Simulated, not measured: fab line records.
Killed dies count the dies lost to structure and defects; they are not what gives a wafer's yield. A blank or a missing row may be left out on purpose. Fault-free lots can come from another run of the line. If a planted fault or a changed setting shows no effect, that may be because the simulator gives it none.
fab line records / flow nand-harc
record: lots: 6 wafers: 18 last-day: 32
route steps=1302 shown A_CHANNEL_HOLE_D1@483 A_CHANNEL_FILL_D1@490
lots with no fault: from the same line, run without faults
start-h: the number of hours between the record's first day and the start of the first shown wafer of the lot / wait-h: how many hours have passed since the lot's step before this one / " identical to the entry in the row above / L1.1+2: several wafers, shown together as one row / - no value, or no start given / * or withheld: withheld / < > ~ a bound
route shown NAME@n: names a module that has steps shown in the file, with the first one's number in the route / usual: mean/standard deviation taken from wafers without a fault / same: alike in all rows / chamber/n: place in a boat / sites: readings site by site / _std_site: standard deviation across them / _edge_site: the outer-site mean with the inner-site mean subtracted / radius-mm: for every site, how far away it sits from the centre of the wafer / mask NAME#n: copy n / behind: the most recent tool/chamber to have shaped the wafer / hold: why the lot was held/for how many hours/how that ended / device: transistor that didn't switch, given as n, p or np / end of line: the route-end tests of the same wafers / step lacking rows: just its recipe / killed: the dies lost at the first sort to structure and to defects; this is not the yield of the wafer / map: a wafer's dies, marking killed ones x, the rest . and places with no die _
set.NAME: setting as actually run; set.NAME@STEP: the setting as run at that earlier step / model.NAME: the simulator's own value behind a step, which no gauge read
lots seen at some steps along the route; tables by step, rows by wafer
services: from which hour (start-h, from the record's first day; less than 0 if before it) a tool's chamber was out of use, for how many hours, and why
== steps ==
step: NHARC_A_CHANNEL_HOLE_D1_ETCH_44
recipe: target-depth-a: 1400 overetch-a: 140 time-s: 77 ion-energy-ev: 100 cf4-flow-sccm: 80 o2-flow-sccm: 20 ar-flow-sccm: 0 rf-w: 300 bias-w: 100 chemistry: CF4/O2
usual: drypump-motor-current-A: 5.7/0.62 o2-flow-sccm: 20.00/0.062 oes-product-au: 1.004/0.0073 rf-vpp-V: 197.2/1.6 showerhead-plenum-p-Torr: 1.31/0.065 throttle-valve-pct: 13.398/0.0093
lot.wafer=L354.4 tool=rie-diel-11 chamber=3 start-h=199.77 wait-h=0.1 drypump-motor-current-A=5.3 o2-flow-sccm=19.97 oes-product-au=1.007 rf-hours-counter-h=8 rf-vpp-V=196.8 showerhead-plenum-p-Torr=1.25 throttle-valve-pct=13.399
lot.wafer=L354.5 tool=rie-diel-11 chamber=3 start-h=199.77 wait-h=0.1 drypump-motor-current-A=5.3 o2-flow-sccm=19.97 oes-product-au=1.010 rf-hours-counter-h=- rf-vpp-V=197.6 showerhead-plenum-p-Torr=1.25 throttle-valve-pct=13.400
lot.wafer=L354.6 tool=rie-diel-11 chamber=0 start-h=199.77 wait-h=0.1 drypump-motor-current-A=4.9 o2-flow-sccm=20.00 oes-product-au=1.004 rf-hours-counter-h=- rf-vpp-V=197.6 showerhead-plenum-p-Torr=1.30 throttle-valve-pct=13.389
lot.wafer=L356.3 tool=rie-diel-06 chamber=1 start-h=231.20 wait-h=0.1 drypump-motor-current-A=5.9 o2-flow-sccm=20.04 oes-product-au=1.011 rf-hours-counter-h=31 rf-vpp-V=195.8 showerhead-plenum-p-Torr=1.24 throttle-valve-pct=13.401
lot.wafer=L356.4 tool=rie-diel-06 chamber=2 start-h=231.20 wait-h=0.1 drypump-motor-current-A=6.3 o2-flow-sccm=19.95 oes-product-au=0.999 rf-hours-counter-h=- rf-vpp-V=198.6 showerhead-plenum-p-Torr=1.38 throttle-valve-pct=13.396
lot.wafer=L356.5 tool=rie-diel-06 chamber=3 start-h=231.20 wait-h=0.1 drypump-motor-current-A=6.7 o2-flow-sccm=19.99 oes-product-au=1.014 rf-hours-counter-h=- rf-vpp-V=197.4 showerhead-plenum-p-Torr=1.31 throttle-valve-pct=13.408
lot.wafer=L362.4 tool=rie-diel-06 chamber=3 start-h=287.37 wait-h=0.1 drypump-motor-current-A=6.7 o2-flow-sccm=20.08 oes-product-au=1.004 rf-hours-counter-h=48 rf-vpp-V=197.6 showerhead-plenum-p-Torr=1.31 throttle-valve-pct=13.396
lot.wafer=L362.3 tool=rie-diel-06 chamber=1 start-h=287.37 wait-h=0.1 drypump-motor-current-A=5.9 o2-flow-sccm=20.09 oes-product-au=1.004 rf-hours-counter-h=47 rf-vpp-V=194.1 showerhead-plenum-p-Torr=1.24 throttle-valve-pct=13.397
lot.wafer=L362.5 tool=rie-diel-06 chamber=3 start-h=287.37 wait-h=0.1 drypump-motor-current-A=6.7 o2-flow-sccm=19.99 oes-product-au=1.005 rf-hours-counter-h=- rf-vpp-V=196.4 showerhead-plenum-p-Torr=1.31 throttle-valve-pct=13.378
lot.wafer=L364.1 tool=rie-diel-11 chamber=2 start-h=300.98 wait-h=0.0 drypump-motor-current-A=6.6 o2-flow-sccm=19.99 oes-product-au=0.996 rf-hours-counter-h=3 rf-vpp-V=199.7 showerhead-plenum-p-Torr=1.41 throttle-valve-pct=13.405
lot.wafer=L364.3 tool=rie-diel-11 chamber=1 start-h=300.98 wait-h=0.0 drypump-motor-current-A=5.6 o2-flow-sccm=19.96 oes-product-au=1.001 rf-hours-counter-h=2 rf-vpp-V=196.2 showerhead-plenum-p-Torr=1.25 throttle-valve-pct=13.394
lot.wafer=L364.5 tool=rie-diel-11 chamber=2 start-h=300.98 wait-h=0.0 drypump-motor-current-A=6.6 o2-flow-sccm=20.07 oes-product-au=0.995 rf-hours-counter-h=- rf-vpp-V=198.9 showerhead-plenum-p-Torr=1.41 throttle-valve-pct=13.411
lot.wafer=L368.4 tool=rie-diel-11 chamber=3 start-h=351.61 wait-h=0.1 drypump-motor-current-A=5.3 o2-flow-sccm=20.04 oes-product-au=1.009 rf-hours-counter-h=7 rf-vpp-V=196.2 showerhead-plenum-p-Torr=1.25 throttle-valve-pct=13.396
lot.wafer=L368.1 tool=rie-diel-11 chamber=1 start-h=351.61 wait-h=0.1 drypump-motor-current-A=5.6 o2-flow-sccm=19.91 oes-product-au=1.003 rf-hours-counter-h=6 rf-vpp-V=195.5 showerhead-plenum-p-Torr=1.25 throttle-valve-pct=13.401
lot.wafer=L368.5 tool=rie-diel-11 chamber=3 start-h=351.61 wait-h=0.1 drypump-motor-current-A=5.3 o2-flow-sccm=19.98 oes-product-au=1.014 rf-hours-counter-h=- rf-vpp-V=196.4 showerhead-plenum-p-Torr=1.25 throttle-valve-pct=13.390
lot.wafer=L373.2 tool=rie-diel-11 chamber=3 start-h=395.19 wait-h=0.1 drypump-motor-current-A=5.3 o2-flow-sccm=19.94 oes-product-au=1.000 rf-hours-counter-h=10 rf-vpp-V=194.9 showerhead-plenum-p-Torr=1.25 throttle-valve-pct=13.409
lot.wafer=L373.3 tool=rie-diel-11 chamber=1 start-h=395.19 wait-h=0.1 drypump-motor-current-A=5.6 o2-flow-sccm=19.98 oes-product-au=0.995 rf-hours-counter-h=9 rf-vpp-V=196.6 showerhead-plenum-p-Torr=1.25 throttle-valve-pct=13.396
lot.wafer=L373.5 tool=rie-diel-11 chamber=3 start-h=395.19 wait-h=0.1 drypump-motor-current-A=5.3 o2-flow-sccm=19.98 oes-product-au=1.001 rf-hours-counter-h=- rf-vpp-V=195.8 showerhead-plenum-p-Torr=1.25 throttle-valve-pct=13.391
step: NHARC_A_CHANNEL_HOLE_D1_STRIP_27
recipe: o2-flow-sccm: 500 ar-flow-sccm: 0 bias-w: 0 chemistry: O2
step: NHARC_A_CHANNEL_HOLE_D1_PRECLEAN_28
recipe: time-s: * temp-c: 50 bath-age-min: 0 chemistry: SC1
step: NHARC_A_CHANNEL_HOLE_D1_SRD_29
step: NHARC_A_CHANNEL_HOLE_D1_CD_MEAS_30
usual: cd-nm: 90.1/1
lot.wafer=L354.4 tool=cd-sem-02 chamber=- start-h=200.57 wait-h=- cd-nm=90.9
lot.wafer=L354.5 tool=cd-sem-02 chamber=- start-h=200.57 wait-h=- cd-nm=90.5
lot.wafer=L354.6 tool=cd-sem-02 chamber=- start-h=200.57 wait-h=- cd-nm=89.3
lot.wafer=L356.3 tool=cd-sem-02 chamber=- start-h=232.15 wait-h=- cd-nm=89.0
lot.wafer=L356.4 tool=cd-sem-02 chamber=- start-h=232.15 wait-h=- cd-nm=88.4
lot.wafer=L356.5 tool=cd-sem-02 chamber=- start-h=232.15 wait-h=- cd-nm=89.9
lot.wafer=L362.3 tool=cd-sem-03 chamber=- start-h=288.17 wait-h=- cd-nm=90.4
lot.wafer=L362.4 tool=cd-sem-03 chamber=- start-h=288.17 wait-h=- cd-nm=90.5
lot.wafer=L362.5 tool=cd-sem-03 chamber=- start-h=288.17 wait-h=- cd-nm=91.1
lot.wafer=L364.1 tool=cd-sem-01 chamber=- start-h=301.77 wait-h=- cd-nm=92.3
lot.wafer=L364.3 tool=cd-sem-01 chamber=- start-h=301.77 wait-h=- cd-nm=91.1
lot.wafer=L364.5 tool=cd-sem-01 chamber=- start-h=301.77 wait-h=- cd-nm=91.2
lot.wafer=L368.1 tool=cd-sem-02 chamber=- start-h=352.40 wait-h=- cd-nm=91.4
lot.wafer=L368.4 tool=cd-sem-02 chamber=- start-h=352.40 wait-h=- cd-nm=90.4
lot.wafer=L368.5 tool=cd-sem-02 chamber=- start-h=352.40 wait-h=- cd-nm=91.1
lot.wafer=L373.2 tool=cd-sem-01 chamber=- start-h=395.98 wait-h=- cd-nm=89.8
lot.wafer=L373.3 tool=cd-sem-01 chamber=- start-h=395.98 wait-h=- cd-nm=89.1
lot.wafer=L373.5 tool=cd-sem-01 chamber=- start-h=395.98 wait-h=- cd-nm=89.8
step: NHARC_A_CHANNEL_HOLE_D1_XSEM_31
recipe: landing-energy-ev: 35000
usual: bot-cd-nm: 74.7/1.1 bow-nm: 8.64/0.27 tilt-deg: 0.07/0.04
lot.wafer=L354.4 tool=xsem-01 chamber=0 start-h=200.66 wait-h=0.1 bot-cd-nm=74.9 bow-nm=8.26 tilt-deg=0.04
lot.wafer=L354.5 tool=xsem-01 chamber=0 start-h=200.66 wait-h=0.1 bot-cd-nm=74.7 bow-nm=8.28 tilt-deg=0.04
lot.wafer=L354.6 tool=xsem-01 chamber=0 start-h=200.66 wait-h=0.1 bot-cd-nm=74.2 bow-nm=8.29 tilt-deg=0.04
lot.wafer=L356.3 tool=xsem-02 chamber=0 start-h=232.25 wait-h=0.1 bot-cd-nm=74.0 bow-nm=8.84 tilt-deg=-0.02
lot.wafer=L356.4 tool=xsem-02 chamber=0 start-h=232.25 wait-h=0.1 bot-cd-nm=73.9 bow-nm=8.87 tilt-deg=-0.02
lot.wafer=L356.5 tool=xsem-02 chamber=0 start-h=232.25 wait-h=0.1 bot-cd-nm=74.9 bow-nm=8.78 tilt-deg=-0.02
lot.wafer=L362.3 tool=xsem-02 chamber=0 start-h=288.26 wait-h=0.1 bot-cd-nm=75.1 bow-nm=8.78 tilt-deg=0.09
lot.wafer=L362.4 tool=xsem-02 chamber=0 start-h=288.26 wait-h=0.1 bot-cd-nm=75.2 bow-nm=8.77 tilt-deg=0.09
lot.wafer=L362.5 tool=xsem-02 chamber=0 start-h=288.26 wait-h=0.1 bot-cd-nm=76.2 bow-nm=8.73 tilt-deg=0.09
lot.wafer=L364.1 tool=xsem-01 chamber=0 start-h=301.86 wait-h=0.1 bot-cd-nm=75.9 bow-nm=8.30 tilt-deg=0.03
lot.wafer=L364.3 tool=xsem-01 chamber=0 start-h=301.86 wait-h=0.1 bot-cd-nm=75.4 bow-nm=8.29 tilt-deg=0.03
lot.wafer=L364.5 tool=xsem-01 chamber=0 start-h=301.86 wait-h=0.1 bot-cd-nm=74.9 bow-nm=8.30 tilt-deg=0.03
lot.wafer=L368.1 tool=xsem-02 chamber=0 start-h=352.49 wait-h=0.1 bot-cd-nm=75.2 bow-nm=8.46 tilt-deg=0.11
lot.wafer=L368.4 tool=xsem-02 chamber=0 start-h=352.49 wait-h=0.1 bot-cd-nm=75.4 bow-nm=8.43 tilt-deg=0.10
lot.wafer=L368.5 tool=xsem-02 chamber=0 start-h=352.49 wait-h=0.1 bot-cd-nm=75.1 bow-nm=8.51 tilt-deg=0.11
lot.wafer=L373.2 tool=xsem-02 chamber=0 start-h=396.07 wait-h=0.1 bot-cd-nm=74.8 bow-nm=8.66 tilt-deg=0.12
lot.wafer=L373.3 tool=xsem-02 chamber=0 start-h=396.07 wait-h=0.1 bot-cd-nm=74.2 bow-nm=8.60 tilt-deg=0.12
lot.wafer=L373.5 tool=xsem-02 chamber=0 start-h=396.07 wait-h=0.1 bot-cd-nm=74.4 bow-nm=8.65 tilt-deg=0.12
step: NHARC_A_CHANNEL_HOLE_D1_INSPECT_40
usual: raw-defect-count: 75/23
lot.wafer=L354.4 tool=defect-inspect-02 chamber=- start-h=200.75 wait-h=- raw-defect-count=80
lot.wafer=L354.5 tool=defect-inspect-02 chamber=- start-h=200.75 wait-h=- raw-defect-count=92
lot.wafer=L354.6 tool=defect-inspect-02 chamber=- start-h=200.75 wait-h=- raw-defect-count=92
lot.wafer=L356.3 tool=defect-inspect-01 chamber=- start-h=232.34 wait-h=- raw-defect-count=81
lot.wafer=L356.4 tool=defect-inspect-01 chamber=- start-h=232.34 wait-h=- raw-defect-count=41
lot.wafer=L356.5 tool=defect-inspect-01 chamber=- start-h=232.34 wait-h=- raw-defect-count=76
lot.wafer=L362.3 tool=defect-inspect-02 chamber=- start-h=288.35 wait-h=- raw-defect-count=103
lot.wafer=L362.4 tool=defect-inspect-02 chamber=- start-h=288.35 wait-h=- raw-defect-count=98
lot.wafer=L362.5 tool=defect-inspect-02 chamber=- start-h=288.35 wait-h=- raw-defect-count=62
lot.wafer=L364.1 tool=defect-inspect-01 chamber=- start-h=301.96 wait-h=- raw-defect-count=107
lot.wafer=L364.3 tool=defect-inspect-01 chamber=- start-h=301.96 wait-h=- raw-defect-count=84
lot.wafer=L364.5 tool=defect-inspect-01 chamber=- start-h=301.96 wait-h=- raw-defect-count=92
lot.wafer=L368.1 tool=defect-inspect-01 chamber=- start-h=352.59 wait-h=- raw-defect-count=86
lot.wafer=L368.4 tool=defect-inspect-01 chamber=- start-h=352.59 wait-h=- raw-defect-count=98
lot.wafer=L368.5 tool=defect-inspect-01 chamber=- start-h=352.59 wait-h=- raw-defect-count=61
lot.wafer=L373.2 tool=defect-inspect-01 chamber=- start-h=396.16 wait-h=- raw-defect-count=57
lot.wafer=L373.3 tool=defect-inspect-01 chamber=- start-h=396.16 wait-h=- raw-defect-count=69
lot.wafer=L373.5 tool=defect-inspect-01 chamber=- start-h=396.16 wait-h=- raw-defect-count=58
step: NHARC_A_CHANNEL_FILL_D1_PRECLEAN_00
recipe: time-s: * temp-c: 50 bath-age-min: 0 chemistry: SC1
step: NHARC_A_CHANNEL_FILL_D1_SRD_01
step: NHARC_A_CHANNEL_FILL_D1_ALD_02
recipe: target-thk-a: 60 pulse-time-s: 10 ald-cycles: 60 temp-c: 300 material: SiO2
usual: ald-cycles: 60/0 heater-power-w: 470/50 precursor-pulse-height-rel: 1.001/0.021
lot.wafer=L354.4 tool=ald-hk-03 chamber=3 start-h=201.01 wait-h=- ald-cycles=60 heater-power-w=568 precursor-pulse-height-rel=0.990
lot.wafer=L354.5 tool=ald-hk-03 chamber=2 start-h=201.01 wait-h=- ald-cycles=60 heater-power-w=524 precursor-pulse-height-rel=0.990
lot.wafer=L354.6 tool=ald-hk-03 chamber=3 start-h=201.01 wait-h=- ald-cycles=60 heater-power-w=577 precursor-pulse-height-rel=0.963
lot.wafer=L356.3 tool=ald-hk-04 chamber=2 start-h=232.61 wait-h=- ald-cycles=60 heater-power-w=446 precursor-pulse-height-rel=1.023
lot.wafer=L356.4 tool=ald-hk-04 chamber=3 start-h=232.61 wait-h=- ald-cycles=60 heater-power-w=509 precursor-pulse-height-rel=0.992
lot.wafer=L356.5 tool=ald-hk-04 chamber=2 start-h=232.61 wait-h=- ald-cycles=60 heater-power-w=464 precursor-pulse-height-rel=1.013
lot.wafer=L362.4 tool=ald-hk-04 chamber=2 start-h=288.55 wait-h=- ald-cycles=60 heater-power-w=437 precursor-pulse-height-rel=0.993
lot.wafer=L362.3 tool=ald-hk-04 chamber=1 start-h=288.55 wait-h=- ald-cycles=60 heater-power-w=453 precursor-pulse-height-rel=1.022
lot.wafer=L362.5 tool=ald-hk-04 chamber=3 start-h=288.55 wait-h=- ald-cycles=60 heater-power-w=465 precursor-pulse-height-rel=1.007
lot.wafer=L364.1 tool=ald-hk-04 chamber=0 start-h=302.16 wait-h=- ald-cycles=60 heater-power-w=428 precursor-pulse-height-rel=0.999
lot.wafer=L364.3 tool=ald-hk-04 chamber=2 start-h=302.16 wait-h=- ald-cycles=60 heater-power-w=427 precursor-pulse-height-rel=1.020
lot.wafer=L364.5 tool=ald-hk-04 chamber=0 start-h=302.16 wait-h=- ald-cycles=60 heater-power-w=430 precursor-pulse-height-rel=1.009
lot.wafer=L368.1 tool=ald-hk-04 chamber=3 start-h=352.86 wait-h=- ald-cycles=60 heater-power-w=463 precursor-pulse-height-rel=0.955
lot.wafer=L368.4 tool=ald-hk-04 chamber=1 start-h=352.86 wait-h=- ald-cycles=60 heater-power-w=447 precursor-pulse-height-rel=0.990
lot.wafer=L368.5 tool=ald-hk-04 chamber=2 start-h=352.86 wait-h=- ald-cycles=60 heater-power-w=424 precursor-pulse-height-rel=0.999
lot.wafer=L373.3 tool=ald-hk-01 chamber=2 start-h=396.43 wait-h=- ald-cycles=60 heater-power-w=479 precursor-pulse-height-rel=1.009
lot.wafer=L373.2 tool=ald-hk-01 chamber=0 start-h=396.43 wait-h=- ald-cycles=60 heater-power-w=420 precursor-pulse-height-rel=1.020
lot.wafer=L373.5 tool=ald-hk-01 chamber=2 start-h=396.43 wait-h=- ald-cycles=60 heater-power-w=465 precursor-pulse-height-rel=1.013
step: NHARC_A_CHANNEL_FILL_D1_ALD_03
recipe: target-thk-a: 60 pulse-time-s: 60 ald-cycles: 58 temp-c: 630 pressure-torr: 2 material: SiNx
usual: ald-cycles: 58/0 precursor-pulse-height-rel: 1.000/0.022
lot.wafer=L354.4 tool=ald-sin-batch-01 chamber=0 start-h=- wait-h=- ald-cycles=58 precursor-pulse-height-rel=0.990
lot.wafer=L354.5 tool=ald-sin-batch-01 chamber=0 start-h=- wait-h=- ald-cycles=58 precursor-pulse-height-rel=1.011
lot.wafer=L354.6 tool=ald-sin-batch-01 chamber=0 start-h=- wait-h=- ald-cycles=58 precursor-pulse-height-rel=0.989
lot.wafer=L356.3 tool=ald-sin-batch-02 chamber=0 start-h=- wait-h=- ald-cycles=58 precursor-pulse-height-rel=0.996
lot.wafer=L356.4 tool=ald-sin-batch-02 chamber=0 start-h=- wait-h=- ald-cycles=58 precursor-pulse-height-rel=1.025
lot.wafer=L356.5 tool=ald-sin-batch-02 chamber=0 start-h=- wait-h=- ald-cycles=58 precursor-pulse-height-rel=1.045
lot.wafer=L362.3 tool=ald-sin-batch-01 chamber=0 start-h=- wait-h=- ald-cycles=58 precursor-pulse-height-rel=0.990
lot.wafer=L362.4 tool=ald-sin-batch-01 chamber=0 start-h=- wait-h=- ald-cycles=58 precursor-pulse-height-rel=1.009
lot.wafer=L362.5 tool=ald-sin-batch-01 chamber=0 start-h=- wait-h=- ald-cycles=58 precursor-pulse-height-rel=0.991
lot.wafer=L364.1 tool=ald-sin-batch-01 chamber=0 start-h=- wait-h=- ald-cycles=58 precursor-pulse-height-rel=1.016
lot.wafer=L364.3 tool=ald-sin-batch-01 chamber=0 start-h=- wait-h=- ald-cycles=58 precursor-pulse-height-rel=1.008
lot.wafer=L364.5 tool=ald-sin-batch-01 chamber=0 start-h=- wait-h=- ald-cycles=58 precursor-pulse-height-rel=0.995
lot.wafer=L368.1 tool=ald-sin-batch-03 chamber=0 start-h=- wait-h=- ald-cycles=58 precursor-pulse-height-rel=0.960
lot.wafer=L368.4 tool=ald-sin-batch-03 chamber=0 start-h=- wait-h=- ald-cycles=58 precursor-pulse-height-rel=1.012
lot.wafer=L368.5 tool=ald-sin-batch-03 chamber=0 start-h=- wait-h=- ald-cycles=58 precursor-pulse-height-rel=0.992
lot.wafer=L373.2 tool=ald-sin-batch-02 chamber=0 start-h=- wait-h=- ald-cycles=58 precursor-pulse-height-rel=0.971
lot.wafer=L373.3 tool=ald-sin-batch-02 chamber=0 start-h=- wait-h=- ald-cycles=58 precursor-pulse-height-rel=1.000
lot.wafer=L373.5 tool=ald-sin-batch-02 chamber=0 start-h=- wait-h=- ald-cycles=58 precursor-pulse-height-rel=0.988
step: NHARC_A_CHANNEL_FILL_D1_ALD_14
recipe: target-thk-a: 25 pulse-time-s: 10 ald-cycles: 25 temp-c: 300 material: SiO2
step: NHARC_A_CHANNEL_FILL_D1_ALD_15
recipe: target-thk-a: 20 pulse-time-s: 60 ald-cycles: 19 temp-c: 630 pressure-torr: 2 material: SiNx
usual: ald-cycles: 19/0 precursor-pulse-height-rel: 0.999/0.021
lot.wafer=L354.4 tool=ald-sin-batch-02 chamber=0 start-h=211.06 wait-h=- ald-cycles=19 precursor-pulse-height-rel=0.956
lot.wafer=L354.5 tool=ald-sin-batch-02 chamber=0 start-h=211.06 wait-h=- ald-cycles=19 precursor-pulse-height-rel=0.994
lot.wafer=L354.6 tool=ald-sin-batch-02 chamber=0 start-h=211.06 wait-h=- ald-cycles=19 precursor-pulse-height-rel=0.998
lot.wafer=L356.3 tool=ald-sin-batch-01 chamber=0 start-h=242.66 wait-h=- ald-cycles=19 precursor-pulse-height-rel=1.029
lot.wafer=L356.4 tool=ald-sin-batch-01 chamber=0 start-h=242.66 wait-h=- ald-cycles=19 precursor-pulse-height-rel=0.996
lot.wafer=L356.5 tool=ald-sin-batch-01 chamber=0 start-h=242.66 wait-h=- ald-cycles=19 precursor-pulse-height-rel=1.002
lot.wafer=L362.3 tool=ald-sin-batch-01 chamber=0 start-h=298.72 wait-h=- ald-cycles=27 precursor-pulse-height-rel=0.991
lot.wafer=L362.4 tool=ald-sin-batch-01 chamber=0 start-h=298.72 wait-h=- ald-cycles=27 precursor-pulse-height-rel=1.000
lot.wafer=L362.5 tool=ald-sin-batch-01 chamber=0 start-h=298.72 wait-h=- ald-cycles=27 precursor-pulse-height-rel=0.989
lot.wafer=L364.1 tool=ald-sin-batch-01 chamber=0 start-h=312.28 wait-h=- ald-cycles=27 precursor-pulse-height-rel=0.967
lot.wafer=L364.3 tool=ald-sin-batch-01 chamber=0 start-h=312.28 wait-h=- ald-cycles=27 precursor-pulse-height-rel=1.004
lot.wafer=L364.5 tool=ald-sin-batch-01 chamber=0 start-h=312.28 wait-h=- ald-cycles=27 precursor-pulse-height-rel=0.981
lot.wafer=L368.1 tool=ald-sin-batch-03 chamber=0 start-h=362.95 wait-h=- ald-cycles=19 precursor-pulse-height-rel=0.973
lot.wafer=L368.4 tool=ald-sin-batch-03 chamber=0 start-h=362.95 wait-h=- ald-cycles=19 precursor-pulse-height-rel=0.975
lot.wafer=L368.5 tool=ald-sin-batch-03 chamber=0 start-h=362.95 wait-h=- ald-cycles=19 precursor-pulse-height-rel=1.020
lot.wafer=L373.2 tool=ald-sin-batch-03 chamber=0 start-h=406.54 wait-h=- ald-cycles=19 precursor-pulse-height-rel=1.017
lot.wafer=L373.3 tool=ald-sin-batch-03 chamber=0 start-h=406.54 wait-h=- ald-cycles=19 precursor-pulse-height-rel=0.960
lot.wafer=L373.5 tool=ald-sin-batch-03 chamber=0 start-h=406.54 wait-h=- ald-cycles=19 precursor-pulse-height-rel=0.947
step: NHARC_A_CHANNEL_FILL_D1_ALD_16
recipe: target-thk-a: 15 pulse-time-s: 10 ald-cycles: 15 temp-c: 300 material: SiO2
usual: ald-cycles: 15/0 heater-power-w: 468/54 precursor-pulse-height-rel: 0.999/0.02
lot.wafer=L354.4 tool=ald-hk-01 chamber=2 start-h=213.16 wait-h=0.1 ald-cycles=15 heater-power-w=481 precursor-pulse-height-rel=0.961
lot.wafer=L354.6 tool=ald-hk-01 chamber=1 start-h=213.16 wait-h=0.1 ald-cycles=15 heater-power-w=542 precursor-pulse-height-rel=0.979
lot.wafer=L354.5 tool=ald-hk-01 chamber=2 start-h=213.16 wait-h=0.1 ald-cycles=15 heater-power-w=489 precursor-pulse-height-rel=1.001
lot.wafer=L356.4 tool=ald-hk-03 chamber=3 start-h=244.80 wait-h=0.1 ald-cycles=15 heater-power-w=537 precursor-pulse-height-rel=0.992
lot.wafer=L356.3 tool=ald-hk-03 chamber=1 start-h=244.80 wait-h=0.1 ald-cycles=15 heater-power-w=417 precursor-pulse-height-rel=0.977
lot.wafer=L356.5 tool=ald-hk-03 chamber=3 start-h=244.80 wait-h=0.1 ald-cycles=15 heater-power-w=552 precursor-pulse-height-rel=0.983
lot.wafer=L362.4 tool=ald-hk-04 chamber=0 start-h=300.87 wait-h=0.1 ald-cycles=15 heater-power-w=436 precursor-pulse-height-rel=1.006
lot.wafer=L362.3 tool=ald-hk-04 chamber=1 start-h=300.87 wait-h=0.1 ald-cycles=15 heater-power-w=475 precursor-pulse-height-rel=0.989
lot.wafer=L362.5 tool=ald-hk-04 chamber=3 start-h=300.87 wait-h=0.1 ald-cycles=15 heater-power-w=466 precursor-pulse-height-rel=0.981
lot.wafer=L364.3 tool=ald-hk-01 chamber=1 start-h=314.33 wait-h=0.0 ald-cycles=15 heater-power-w=530 precursor-pulse-height-rel=0.995
lot.wafer=L364.1 tool=ald-hk-01 chamber=0 start-h=314.33 wait-h=0.0 ald-cycles=15 heater-power-w=406 precursor-pulse-height-rel=0.979
lot.wafer=L364.5 tool=ald-hk-01 chamber=2 start-h=314.33 wait-h=0.0 ald-cycles=15 heater-power-w=464 precursor-pulse-height-rel=0.974
lot.wafer=L368.1 tool=ald-hk-03 chamber=2 start-h=364.97 wait-h=0.0 ald-cycles=15 heater-power-w=502 precursor-pulse-height-rel=0.981
lot.wafer=L368.4 tool=ald-hk-03 chamber=0 start-h=364.97 wait-h=0.0 ald-cycles=15 heater-power-w=380 precursor-pulse-height-rel=1.000
lot.wafer=L368.5 tool=ald-hk-03 chamber=3 start-h=364.97 wait-h=0.0 ald-cycles=15 heater-power-w=560 precursor-pulse-height-rel=0.982
lot.wafer=L373.2 tool=ald-hk-01 chamber=0 start-h=409.05 wait-h=0.5 ald-cycles=15 heater-power-w=413 precursor-pulse-height-rel=0.983
lot.wafer=L373.3 tool=ald-hk-01 chamber=1 start-h=409.05 wait-h=0.5 ald-cycles=15 heater-power-w=521 precursor-pulse-height-rel=1.015
lot.wafer=L373.5 tool=ald-hk-01 chamber=1 start-h=409.05 wait-h=0.5 ald-cycles=15 heater-power-w=523 precursor-pulse-height-rel=0.989
== services ==
tool=rie-diel-11 chamber=0 start-h=186.24 hours=- kind=clean
tool=rie-diel-11 chamber=1 start-h=186.24 hours=- kind=clean
tool=rie-diel-11 chamber=2 start-h=186.24 hours=- kind=clean
tool=rie-diel-11 chamber=3 start-h=186.24 hours=- kind=clean
tool=rie-diel-11 chamber=0 start-h=210.74 hours=- kind=clean
tool=rie-diel-11 chamber=1 start-h=210.74 hours=- kind=clean
tool=ald-hk-03 chamber=- start-h=225.05 hours=10.0 kind=pm
tool=rie-diel-06 chamber=0 start-h=226.57 hours=5.1 kind=repair
tool=rie-diel-11 chamber=- start-h=256.11 hours=9.0 kind=pm
tool=rie-diel-06 chamber=1 start-h=257.40 hours=3.1 kind=repair
tool=ald-hk-04 chamber=0 start-h=259.18 hours=10.0 kind=vent-cycle
tool=ald-hk-04 chamber=3 start-h=259.18 hours=10.0 kind=vent-cycle
tool=ald-sin-batch-02 chamber=- start-h=266.00 hours=26.0 kind=pm
tool=ald-hk-04 chamber=0 start-h=269.18 hours=- kind=clean
tool=ald-hk-04 chamber=1 start-h=269.18 hours=- kind=clean
tool=ald-hk-04 chamber=2 start-h=269.18 hours=- kind=clean
tool=ald-hk-04 chamber=3 start-h=269.18 hours=- kind=clean
tool=ald-hk-01 chamber=- start-h=299.18 hours=10.0 kind=pm
tool=rie-diel-06 chamber=- start-h=307.21 hours=9.0 kind=pm
tool=ald-hk-01 chamber=- start-h=333.77 hours=25.4 kind=repair
tool=rie-diel-06 chamber=- start-h=342.90 hours=1.0 kind=repair
tool=rie-diel-11 chamber=3 start-h=354.03 hours=3.5 kind=repair
tool=xsem-01 chamber=- start-h=374.00 hours=14.0 kind=pm
tool=ald-hk-03 chamber=- start-h=403.05 hours=10.0 kind=pm
== key ==
first-sign: step: NHARC_A_CHANNEL_FILL_D1_ALD_15 reading: ald-cycles direction: up sigmas: 99+ usual: 19 struck: 27
effect none on later readings
met-at NHARC_A_CHANNEL_FILL_D1_ALD_15
struck-wafers L362.3,L362.4,L362.5,L364.1,L364.3,L364.5
tester-left-out L362,L364
onset-between 242.66 298.72
fault: kind: process-parameter-drift tool: ald-sin-batch-01 chamber: - onset-h: 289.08 steps: NHARC_A_CHANNEL_FILL_D1_ALD_15 channel: ald-cycles offset: 8 shape: step end-h: 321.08 acts-in: these-recipes-only stated: 19
tester-left-out: of these lots the tester's yield and bins aren't shown, on N5 and GAA mostly nor the transistor test; their killed dies are dies lost to structure and defects alone, not to doping, threshold or leakage, so they don't give the yield
